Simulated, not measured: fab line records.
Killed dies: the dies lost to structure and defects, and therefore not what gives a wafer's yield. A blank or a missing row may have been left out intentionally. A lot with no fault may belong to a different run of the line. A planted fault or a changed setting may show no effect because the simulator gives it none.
Chamber matching | flow nand harc | NHARC_P_M1_STRIP_18 on rie diel-06: 4 sister chambers
The step strips in N2/H2. 4 wafers are shown with their chamber, then 7 later ones without.

WAFERS WITH THEIR CHAMBER
wafer  | chamber | showerhead plenum p Torr (Torr)
L085.2 | 1       | 1.89
L085.4 | 0       | 2.04
L091.1 | 3       | 2.18
L091.3 | 2       | 2.09

WAFERS MISSING THEIR CHAMBER
wafer  | showerhead plenum p Torr (Torr)
L091.4 | 1.88
L096.3 | 2.03
L096.4 | 2.03
L096.5 | 2.17
L097.1 | 2.21
L097.4 | 2.09
L097.5 | 2.09

EACH ONE'S CHAMBER
wafer  | from the rows above | in truth
L091.4 | 1                   | 1
L096.3 | 0                   | 0
L096.4 | 0                   | 0
L096.5 | 3                   | 3
L097.1 | 3                   | 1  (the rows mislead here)
L097.4 | 2                   | 2
L097.5 | 2                   | 2
Correctly placed: 6 of 7. Left unplaced by these rows: 0. 1 placed wrongly.
How it was worked out, from the rows above alone: a wafer's distance from a chamber is the root of the sum, over the readings, of the square of ((its reading less the chamber's mean) divided by the reading's scatter). The wafer belongs to the nearest chamber; if the next one is less than 2 further off, it can't be placed. For every chamber, the mean is computed from those of its wafers that are shown. The scatter: with one shown wafer a chamber, the root of the mean of the squares of how far each hidden wafer lies from its nearest shown one.
